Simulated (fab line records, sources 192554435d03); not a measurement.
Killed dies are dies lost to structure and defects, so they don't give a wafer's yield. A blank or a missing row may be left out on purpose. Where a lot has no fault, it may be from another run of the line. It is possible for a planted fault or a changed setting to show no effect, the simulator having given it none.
Split-lot study / flow n5-finfet / route with 1938 steps; 7 lots, 21 wafers read

== THE SPLIT ==
At N5_BEOL_M8_TRENCH_ETCH_37 (etches SiCOH lowk in C4F6/O2, target depth 93.478 nm, time 31.2 s), the setting time-s was moved away from the recipe's 31.2 s on 4 of the 21 wafers read, by -18.8% to +10.2%. The other wafers ran this setting at the recipe's value.

== FROM THE SPLIT TO THE READING: what the file shows between them, 12 steps ==
- N5_BEOL_M8_ETCH_41: etches SiCN in CH3F/O2, target depth 31.9 nm, time 57.8 s
- N5_BEOL_M8_STRIP_80: strips in N2/H2, time 10 s
- N5_BEOL_M8_OCD_MEAS_38
- N5_BEOL_M8_CURE_75: cures SiCOH lowk, time 120 s (also split here: time-s)
- N5_BEOL_M8_DEGAS_44: time 60 s
- N5_BEOL_M8_PRE_CLEAN_45: time 30 s
- N5_BEOL_M8_ECD_50: material Cu, target thk 300 nm
- N5_BEOL_M8_ANNEAL_51: time 90 s
- N5_BEOL_M8_CMP_52: polishes, stops on SiCOH lowk, t overpolish 6.9 s, target thk 80 nm
- N5_BEOL_M8_THK_MEAS_53: measures by xrf
- N5_BEOL_M8_PRE_CLEAN_55: time 15 s
- N5_BEOL_M8_DEP_56: deposits SiCN from 3MS/NH3, target thk 10 nm, time 17.5 s

== THE READING ==
Measured at N5_BEOL_M8_RS_MEAS_57 by four-point probe: M8_RS, in ohm/sq. On this fab line, fault-free wafers typically give 0.288 ohm/sq with a standard deviation of 0.0099 ohm/sq.

wafer=L078.1; tool, chamber at the split=rie-diel-03, 0; time-s as run, s=31.2; against the recipe=recipe; M8_RS, ohm/sq=0.278; against lot-mates on the recipe=-
wafer=L078.2; tool, chamber at the split=rie-diel-03, 3; time-s as run, s=31.2; against the recipe=recipe; M8_RS, ohm/sq=0.292; against lot-mates on the recipe=-
wafer=L078.6; tool, chamber at the split=rie-diel-03, 2; time-s as run, s=31.2; against the recipe=recipe; M8_RS, ohm/sq=0.304; against lot-mates on the recipe=-
wafer=L079.1; tool, chamber at the split=rie-diel-01, 3; time-s as run, s=31.2; against the recipe=recipe; M8_RS, ohm/sq=0.293; against lot-mates on the recipe=-
wafer=L079.3; tool, chamber at the split=rie-diel-01, 1; time-s as run, s=34.37; against the recipe=+10.2%; M8_RS, ohm/sq=0.245; against lot-mates on the recipe=-0.048
wafer=L079.5; tool, chamber at the split=rie-diel-01, 3; time-s as run, s=34.37; against the recipe=+10.2%; M8_RS, ohm/sq=0.255; against lot-mates on the recipe=-0.038
wafer=L080.2; tool, chamber at the split=rie-diel-06, 2; time-s as run, s=31.2; against the recipe=recipe; M8_RS, ohm/sq=0.290; against lot-mates on the recipe=-
wafer=L080.3; tool, chamber at the split=rie-diel-06, 0; time-s as run, s=31.2; against the recipe=recipe; M8_RS, ohm/sq=0.279; against lot-mates on the recipe=-
wafer=L080.4; tool, chamber at the split=rie-diel-06, 3; time-s as run, s=25.33; against the recipe=-18.8%; M8_RS, ohm/sq=0.413; against lot-mates on the recipe=+0.129
wafer=L082.2; tool, chamber at the split=rie-diel-01, 1; time-s as run, s=31.2; against the recipe=recipe; M8_RS, ohm/sq=0.278; against lot-mates on the recipe=-
wafer=L082.5; tool, chamber at the split=rie-diel-01, 0; time-s as run, s=31.2; against the recipe=recipe; M8_RS, ohm/sq=0.282; against lot-mates on the recipe=-
wafer=L082.6; tool, chamber at the split=rie-diel-01, 3; time-s as run, s=31.2; against the recipe=recipe; M8_RS, ohm/sq=0.285; against lot-mates on the recipe=-
wafer=L084.4; tool, chamber at the split=rie-diel-01, 1; time-s as run, s=28.43; against the recipe=-8.9%; M8_RS, ohm/sq=0.315; against lot-mates on the recipe=+0.036
wafer=L084.5; tool, chamber at the split=rie-diel-01, 1; time-s as run, s=31.2; against the recipe=recipe; M8_RS, ohm/sq=0.276; against lot-mates on the recipe=-
wafer=L084.6; tool, chamber at the split=rie-diel-01, 2; time-s as run, s=31.2; against the recipe=recipe; M8_RS, ohm/sq=0.281; against lot-mates on the recipe=-
wafer=L093.1; tool, chamber at the split=rie-diel-03, 0; time-s as run, s=31.2; against the recipe=recipe; M8_RS, ohm/sq=0.286; against lot-mates on the recipe=-
wafer=L093.3; tool, chamber at the split=rie-diel-03, 3; time-s as run, s=31.2; against the recipe=recipe; M8_RS, ohm/sq=0.292; against lot-mates on the recipe=-
wafer=L093.4; tool, chamber at the split=rie-diel-03, 0; time-s as run, s=31.2; against the recipe=recipe; M8_RS, ohm/sq=0.283; against lot-mates on the recipe=-
wafer=L097.1; tool, chamber at the split=rie-diel-03, 1; time-s as run, s=31.2; against the recipe=recipe; M8_RS, ohm/sq=0.287; against lot-mates on the recipe=-
wafer=L097.3; tool, chamber at the split=rie-diel-03, 0; time-s as run, s=31.2; against the recipe=recipe; M8_RS, ohm/sq=0.290; against lot-mates on the recipe=-
wafer=L097.6; tool, chamber at the split=rie-diel-03, 2; time-s as run, s=31.2; against the recipe=recipe; M8_RS, ohm/sq=0.291; against lot-mates on the recipe=-

FIT RESULTS
A straight line over all 21 wafers: M8_RS changes by -0.00526 ohm/sq for each +1% of time-s; r = -0.94; the points scatter about the line by 0.011 ohm/sq.
The same after taking each lot's own level away (the mean of its wafers on the recipe; 21 wafers): -0.00564 ohm/sq for each +1%; r = -0.96; scatter 0.0091 ohm/sq.
The reading moves by 0.11 ohm/sq for the largest change in time-s, on that fit.
Across the lots, their own levels run from 0.2785 to 0.2930 ohm/sq, a range of 1.5 times the standard deviation given above.
Consequently the slope shifts little with the lot-to-lot level, the two slopes agreeing.
Check: +0.0789 ohm/sq against its lot-mates is what the line predicts for one of the wafers moved furthest among these (-18.8%) when that wafer is left out of the fit. Against them it came out at +0.129 ohm/sq.

== OTHER SPLITS ON THESE WAFERS ==
Note: prior to the reading, these wafers also went through further splits. Each is held against what the fit with the lots' levels taken away leaves over:
other split on the same wafers=N5_BEOL_M8_CURE_75 time-s; wafers away from the commonest value=5; r with M8_RS (lot level and that fit taken away)=-0.18

== THE WHOLE CHAIN: every reading that the file lists as answering this split, in the file's order ==
step=N5_BEOL_M8_TRENCH_ETCH_37; what it does=etches SiCOH lowk in C4F6/O2, target depth 93.478 nm, time 31.2 s; reading=etch.depth-nm (the simulator's own value, which no gauge read); change (the file's fit)=+0.996 nm for each +1% of the setting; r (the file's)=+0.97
step=N5_BEOL_M8_TRENCH_ETCH_37; what it does=etches SiCOH lowk in C4F6/O2, target depth 93.478 nm, time 31.2 s; reading=BEOL_M8.feature-depth-nm (the simulator's own value, which no gauge read); change (the file's fit)=+0.992 nm for each +1% of the setting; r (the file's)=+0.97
step=N5_BEOL_M8_OCD_MEAS_38; what it does=; reading=trench-depth-nm; change (the file's fit)=+0.986 nm for each +1% of the setting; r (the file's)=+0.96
step=N5_BEOL_M8_CMP_52; what it does=polishes, stops on SiCOH lowk, t overpolish 6.9 s, target thk 80 nm; reading=Cu_of_BEOL_M8_ECD_50.thk-nm (the simulator's own value, which no gauge read); change (the file's fit)=+1.12 nm for each +1% of the setting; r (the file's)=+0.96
step=N5_BEOL_M8_THK_MEAS_53; what it does=measures by xrf; reading=M8_THK; change (the file's fit)=+1.08 for each +1% of the setting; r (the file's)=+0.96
step=N5_BEOL_M8_RS_MEAS_57; what it does=measures by four-point-probe; reading=M8_RS; change (the file's fit)=-0.00595 for each +1% of the setting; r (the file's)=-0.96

== THE FILE'S OWN FIT ==
M8_RS changes by -0.00595 ohm/sq for each +1% of time-s, r = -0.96.
